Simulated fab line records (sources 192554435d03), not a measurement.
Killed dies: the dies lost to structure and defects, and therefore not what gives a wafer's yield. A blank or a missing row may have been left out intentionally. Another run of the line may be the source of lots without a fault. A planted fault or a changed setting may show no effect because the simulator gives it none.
The same fault as seen by 3 desks + flow n5 finfet + numbers are kept per desk, each desk with only its own; the story behind them comes last

== THE DEFECT DESK ==
Counts from the inspections along the route, per lot, as means over the sampled wafers that have a number. A lot is out of limits, marked OUT, if its mean lies more than 4 standard deviations from the usual mean; the brackets give that distance.
Columns: A = raw defect count at N5_HKMG_FIN_INSPECT_28, usual 37
| lot  | first seen here | A             |
|------|-----------------|---------------|
| L252 | day 4 18:57     | 36            |
| L256 | day 5 13:38     | 46            |
| L257 | day 5 19:23     | 38            |
| L258 | day 6 00:28     | 20            |
| L270 | day 9 02:46     | 274 (+18) OUT |
| L271 | day 9 12:32     | 264 (+17) OUT |
| L273 | day 9 21:16     | 49            |
| L274 | day 9 23:20     | 29            |
This desk's finding: out of limits on L270, L271; first on L270, day 9 02:46 (raw defect count at N5_HKMG_FIN_INSPECT_28). L252, L256, L257, L258, L273, L274 stayed within limits.

== AT THE TOOL OWNER'S DESK: cmp-03 ==
The tool's own readings at N5_HKMG_FIN_CMP_94 (polishes, stops on SiNx, t overpolish 4.7 s, target thk 43.299 nm): means of the sampled wafers that have a number, for each lot that ran on this tool. A lot is out of limits, marked OUT, if its mean lies more than 4 standard deviations from the usual mean; the brackets give that distance.
Columns: A = edge zone pressure frac at N5_HKMG_FIN_CMP_94, usual 1.000; B = motor current A at N5_HKMG_FIN_CMP_94, usual 12.1 A; C = platen rpm at N5_HKMG_FIN_CMP_94, usual 50.29 rpm; D = retaining ring pressure frac at N5_HKMG_FIN_CMP_94, usual 1.001
| lot  | first seen here | A     | B    | C     | D     |
|------|-----------------|-------|------|-------|-------|
| L252 | day 4 18:43     | 1.005 | 11.9 | 50.32 | 1.003 |
| L256 | day 5 13:26     | 1.003 | 11.6 | 50.26 | 1.006 |
| L270 | day 9 02:32     | 0.998 | 11.9 | 50.31 | 0.997 |
| L271 | day 9 12:18     | 1.003 | 13.0 | 50.32 | 1.004 |
Finding of this desk: none of the 4 lots has anything out of limits.

== AT THE METROLOGY DESK ==
Means of the sampled wafers that have a number, per lot and without regard to the tool the lot ran on: this is what the gauges read. A lot is out of limits, marked OUT, if its mean lies more than 4 standard deviations from the usual mean; the brackets give that distance. Of its 10 readings 7 are shown: those that lie furthest out on some lot.
Columns: A = DIBL_N at N5_BEOL_M4_RC_MEAS_101, usual 36.4 mV/V; B = IOFF_N at N5_BEOL_M4_RC_MEAS_101, usual 0.156 nA/um; C = IOFF_P at N5_BEOL_M4_RC_MEAS_101, usual 0.21 nA/um; D = ION_P at N5_BEOL_M4_RC_MEAS_101, usual 463 uA/um; E = SS_N at N5_BEOL_M4_RC_MEAS_101, usual 71.5 mV/dec; F = SS_P at N5_BEOL_M4_RC_MEAS_101, usual 73.2 mV/dec; G = VT_P at N5_BEOL_M4_RC_MEAS_101, usual -250 mV
| lot  | first seen here | A    | B     | C    | D   | E    | F    | G    |
|------|-----------------|------|-------|------|-----|------|------|------|
| L252 | day 7 23:52     | 36.2 | 0.155 | 0.23 | 471 | 71.7 | 72.9 | -246 |
| L257 | day 8 23:57     | 37.3 | 0.187 | 0.28 | 469 | 71.7 | 73.9 | -243 |
| L256 | day 9 01:47     | 35.4 | 0.137 | 0.21 | 466 | 71.6 | 73.2 | -248 |
| L258 | day 9 03:59     | 35.4 | 0.155 | 0.22 | 472 | 71.2 | 73.5 | -247 |
| L270 | day 12 12:56    | 37.3 | 0.170 | 0.24 | 467 | 71.5 | 73.6 | -247 |
| L271 | day 12 20:18    | 34.3 | 0.128 | 0.19 | 464 | 70.8 | 72.7 | -250 |
| L273 | day 14 02:38    | 36.5 | 0.162 | 0.21 | 460 | 71.5 | 73.7 | -252 |
| L274 | day 14 02:44    | 35.3 | 0.146 | 0.18 | 460 | 71.6 | 73.3 | -254 |
Finding of this desk: none of the 8 lots has anything out of limits.

== TAKEN TOGETHER ==
The defect desk could have raised an alarm at day 9 02:46, on L270, L271.
Nothing out of limits was seen by the tool owner's desk.
Nothing out of limits was seen by the metrology desk.
On record at the tool owner's desk: L270, L271, within its limits.
The metrology desk has L270, L271 on record, within its limits.
On cmp-03, each named lot ran N5_HKMG_FIN_CMP_94.

== WHAT THE SIMULATOR PUT IN ==
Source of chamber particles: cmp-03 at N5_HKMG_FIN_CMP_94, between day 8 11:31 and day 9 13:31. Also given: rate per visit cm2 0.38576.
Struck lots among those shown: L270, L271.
Hours from the fault's start to each desk's first reading out of limits: the defect desk, 15.
